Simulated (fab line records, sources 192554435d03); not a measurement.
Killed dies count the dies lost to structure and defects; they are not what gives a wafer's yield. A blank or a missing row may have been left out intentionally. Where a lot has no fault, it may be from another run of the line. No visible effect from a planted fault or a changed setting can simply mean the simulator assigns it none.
Split-lot experiment ; flow n5-finfet ; 21 wafers read from 7 lots, route of 1938 steps

ON THE SPLIT
At N5_MIM_BOT_LITHO_EXPOSE_05 (exposes mask MIM BOT), the setting dose-mj was moved away from the recipe's 24.25 on 7 of the 21 wafers read, by -2.3% to +6.6%. The other wafers ran this setting at the recipe's value.

FROM THE SPLIT TO THE READING: what the file shows between them, 3 steps
- N5_MIM_BOT_LITHO_PEB_06
- N5_MIM_BOT_LITHO_DEVELOP_07: develop time 60 s
- N5_MIM_BOT_LITHO_HARDBAKE_09: time 120 s

THE READING
cd-nm (nm) at N5_MIM_BOT_LITHO_CD_MEAS_08, where the cd target is 3000 nm. A value of 2999.9 nm with a standard deviation of 1.3 nm is what fault-free wafers of this fab line usually give.

wafer;tool, chamber at the split;dose-mj as run;against the recipe;cd-nm, nm;against lot-mates on the recipe
L074.1;krf-scanner-02, 0;24.25;recipe;2998.9;-
L074.2;krf-scanner-02, 0;25.84;+6.6%;3015.0;+16.1
L074.5;krf-scanner-02, 0;25.84;+6.6%;3011.3;+12.4
L075.1;krf-scanner-02, 0;24.25;recipe;3001.0;-
L075.2;krf-scanner-02, 0;24.25;recipe;2999.6;-
L075.3;krf-scanner-02, 0;24.25;recipe;3001.1;-
L077.1;krf-scanner-01, 0;24.25;recipe;2999.1;-
L077.3;krf-scanner-01, 0;23.7;-2.3%;2994.8;-5.2
L077.5;krf-scanner-01, 0;24.25;recipe;3001.0;-
L080.1;krf-scanner-01, 0;24.25;recipe;2999.4;-
L080.2;krf-scanner-01, 0;24.25;recipe;2998.9;-
L080.6;krf-scanner-01, 0;25.08;+3.4%;3004.4;+5.2
L088.1;krf-scanner-01, 0;25.7;+6.0%;3011.4;+12.0
L088.2;krf-scanner-01, 0;25.7;+6.0%;3009.6;+10.2
L088.4;krf-scanner-01, 0;24.25;recipe;2999.4;-
L092.1;krf-scanner-02, 0;24.25;recipe;3001.8;-
L092.2;krf-scanner-02, 0;25.54;+5.3%;3008.9;+8.1
L092.3;krf-scanner-02, 0;24.25;recipe;2999.8;-
L093.1;krf-scanner-02, 0;24.25;recipe;2998.7;-
L093.2;krf-scanner-02, 0;24.25;recipe;3001.3;-
L093.5;krf-scanner-02, 0;24.25;recipe;2999.7;-

FIT RESULTS
A straight line over all 21 wafers: cd-nm changes by +1.86 nm for each +1% of dose-mj; r = +0.97; the points scatter about the line by 1.3 nm.
The same after taking each lot's own level away (the mean of its wafers on the recipe; 21 wafers): +1.96 nm for each +1%; r = +0.98; scatter 1.2 nm.
The reading moves by 13 nm for the largest change in dose-mj, on that fit.
From 2998.90 to 3000.80 nm: that is the span of the lots' own levels, equal to 1.5 times the standard deviation above.
Consequently the slope shifts little with the lot-to-lot level, the two slopes agreeing.
Check: for one of the wafers moved furthest among these (+6.6%), held out of the fit, the line's prediction against its lot-mates is +11.8 nm. It came out at +16.1 nm against them.

THE FILE'S OWN FIT
cd-nm changes by +1.88 nm for each +1% of dose-mj, r = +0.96.
